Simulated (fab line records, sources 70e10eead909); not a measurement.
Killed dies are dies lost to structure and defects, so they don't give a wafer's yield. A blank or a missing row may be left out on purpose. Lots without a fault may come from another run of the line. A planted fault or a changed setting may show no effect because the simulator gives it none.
Chamber matching | flow nand_harc | NHARC_A_CHANNEL_HOLE_D1_DESCUM_15 on rie_diel-06: 4 sister chambers
The step chemistry O2, time 3 s. 4 wafers are shown with their chamber, then 9 later ones without.

WAFERS WITH THEIR CHAMBER
wafer  | chamber | drypump_motor_current_A (A)
L081.4 | 2       | 5.8
L089.1 | 0       | 4.9
L089.2 | 1       | 5.2
L089.5 | 3       | 5.9

WAFERS WITHOUT THEIR CHAMBER
wafer  | drypump_motor_current_A (A)
L094.1 | 5.9
L094.3 | 5.2
L094.4 | 5.2
L096.2 | 5.9
L096.4 | 6.0
L096.6 | 5.0
L097.1 | 5.9
L097.3 | 5.2
L097.5 | 5.2

WHICH CHAMBER EACH WENT THROUGH
wafer  | from the rows above | in truth
L094.1 | 3                   | 3
L094.3 | 1                   | 1
L094.4 | 1                   | 1
L096.2 | 3                   | 3
L096.4 | 3                   | 3
L096.6 | 0                   | 0
L097.1 | 3                   | 3
L097.3 | 1                   | 1
L097.5 | 1                   | 1
Placed correctly: 9 of 9. Can't be placed from these rows: 0. Placed wrongly: 0.
How it was worked out, from the rows above alone: a wafer's distance from a chamber is the root of the sum, over the readings, of the square of ((its reading less the chamber's mean) divided by the reading's scatter). The wafer belongs to the nearest chamber; if the next one is less than 2 further off, it can't be placed. A chamber's mean is the mean of its shown wafers. The scatter: with one shown wafer a chamber, the root of the mean of the squares of how far each hidden wafer lies from its nearest shown one.
